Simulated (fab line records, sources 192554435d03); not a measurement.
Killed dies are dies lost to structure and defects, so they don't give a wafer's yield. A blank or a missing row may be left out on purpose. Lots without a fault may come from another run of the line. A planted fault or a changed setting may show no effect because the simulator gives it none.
A struck lot beside a sound one | flow n5_finfet | 26 steps out of a route of 1938
Sound: wafers L616.1, L616.2, L616.5. Struck: wafers L627.1, L627.3, L627.4. The cause comes at the end.
At each step with rows: each side's tool, then ch and its chambers, then its first start. Under that, the readings that differ: sound wafers | struck wafers | difference of the means | sigmas: that difference in standard deviations of wafers without a fault.
alike: readings whose means differ by less than 2 such deviations, and words and numbers that are the same on both sides. not compared: withheld readings, readings that some wafer has no value for, bounds like >300 that may hide the same value, and numbers for which the record gives no deviation and whose values overlap.
The two part at a step that has a row with sigmas, a row that says differs or no value, or rows on one side only. Numbers that don't overlap but have no deviation are shown without sigmas and don't part them. A reading that every wafer of one side lacks parts them only if that side has two wafers or more.

first, 10 steps without rows for these wafers: N5_SD_EPI_N_EPI_21 (deposits Si:P, time 690 s); N5_SD_EPI_N_PRECLEAN_24 (cleans in O3/DIW, time 60 s); N5_SD_EPI_N_SRD_25 (time 30 s); N5_SD_EPI_N_PRECLEAN_49 (cleans in NF3:NH3, afs cycles 1, time 20 s, sublimation time 60 s); N5_SD_EPI_N_LINER_46 (material SiNx, target thk 3 nm); N5_SD_EPI_P_COAT_34 (time 60 s, resist thk 350 nm); N5_SD_EPI_P_COAT_35 (time 60 s, resist thk 35 nm); N5_SD_EPI_P_COAT_03 (resist thk 150 nm); N5_SD_EPI_P_EBR_05; N5_SD_EPI_P_SOFTBAKE_04 (time 60 s).
N5_SD_EPI_P_EXPOSE_06: exposes mask SD P BLK, target cd 240 nm.
  sound on arfi_scanner-03 ch 0, day 4 07:20; struck on arfi_scanner-03 ch 0, day 6 23:28
  reading              | sound             | struck            | difference | sigmas
  exposure_dose_mJ_cm2 | 39.46 39.46 39.52 | 41.17 41.22 41.14 | +1.70      | +34
  alike: mask, focus_offset_nm
then, 2 steps without rows for these wafers: N5_SD_EPI_P_PEB_07 (peb time 60 s); N5_SD_EPI_P_DEVELOP_08 (develop time 30 s).
N5_SD_EPI_P_CD_MEAS_09: target cd 240 nm.
  sound on cd_sem-01 ch 0, day 4 07:28; struck on cd_sem-03 ch 0, day 6 23:36
  reading    | sound             | struck            | difference | sigmas
  cd_nm (nm) | 239.2 240.5 240.0 | 243.8 242.9 242.8 | +3.3       | +5
N5_SD_EPI_P_DESCUM_14: chemistry O2, time 7.9 s.
  sound on rie_diel-04 ch 0,1,2, day 4 07:34; struck on rie_diel-05 ch 0,1,2, day 6 23:41
  reading                   | sound             | struck            | difference | sigmas
  model.SD_EPI_P.cd_nm (nm) | 239.6 240.4 240.2 | 243.8 242.8 242.8 | +3.1       |
  alike: drypump_motor_current_A, oes_product_au, rf_vpp_V, showerhead_plenum_p_Torr, throttle_valve_pct
  not compared: rf_hours_counter_h
then, 7 steps without rows for these wafers: N5_SD_EPI_P_ETCH_36 (etches SiARC in CF4, target depth 45.5 nm, time 75.8 s); N5_SD_EPI_P_ETCH_37 (etches SOC in N2/H2, overetch 108 nm, time 486 s); N5_SD_EPI_P_STRIP_38 (strips in N2/H2); N5_SD_EPI_P_ETCHBACK_46 (etches SiNx in CH3F/O2, stops on SiO2, target depth 17.5 nm); N5_SD_EPI_P_ETCH_47 (etches SiOCN in CH3F/O2, target depth 25 nm); N5_SD_EPI_P_ETCH_16 (etches SiO2 in CHF3/O2, target depth 5 nm); N5_SD_EPI_P_STRIP_50 (strips in CHF3/O2).
N5_SD_EPI_P_SD_RECESS_17: chemistry HBr/Cl2/O2, target depth 39.1 nm, bt time 3 s.
  sound on rie_si-02 ch 0,1, day 4 08:14; struck on rie_si-02 ch 0,1,2, day 7 00:22
  reading                   | sound           | struck            | difference | sigmas
  model.SD_EPI_P.cd_nm (nm) | 239.4 240.2 240 | 242.6 243.8 241.4 | +2.7       |
  alike: drypump_motor_current_A, oes_product_au, throttle_valve_pct
  not compared: rf_hours_counter_h
then, 1 step without rows for these wafers: N5_SD_EPI_P_WET_ETCH_45 (etches SiO2 in dHF, time 10.7 s, target depth 2 nm, rinse time 30 s).
-- the record jumps here: 6 days lie between the struck wafers' starts before and after (it left off in module SD_EPI_P and takes up again in module BEOL_M4, whose first step shown is number 1111 of the route) --
N5_BEOL_M4_RC_MEAS_101:
  sound on prober-01 ch 0, day 9 19:33; struck on prober-02 ch 0, day 12 21:41
  alike: DIBL_N, DIBL_P, IOFF_N, IOFF_P, ION_N, ION_P, SS_N, SS_P, VT_N, VT_P
-- the record jumps here: 4 days lie between the struck wafers' starts before and after (it left off in module BEOL_M4 and takes up again in module PASSIVATION, whose first step shown is number 1936 of the route) --
N5_PASSIVATION_PROBE_49:
  sound on prober-01, day 14 11:39; struck on prober-01, day 17 00:00
  reading            | sound    | struck | difference | sigmas
  killed_at_contacts | 30 24 15 | 6 6 5  | -17        | -3
  alike: defect_limited_yield, killed_at_M0_to_M3, killed_at_M4_up, killed_at_front_end, killed_at_other, killed_dies, killed_open, killed_short, sort_bin_5_function, sort_bin_6_memory, sort_n_pass, sort_yield_pct

WHERE THEY PART
First at N5_SD_EPI_P_EXPOSE_06; last, within this record, at N5_PASSIVATION_PROBE_49.

WHY: what the simulator had put in
Process parameter drift: arfi_scanner-03, from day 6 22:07 on, at N5_SD_EPI_P_EXPOSE_06. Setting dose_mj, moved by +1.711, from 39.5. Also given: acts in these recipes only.
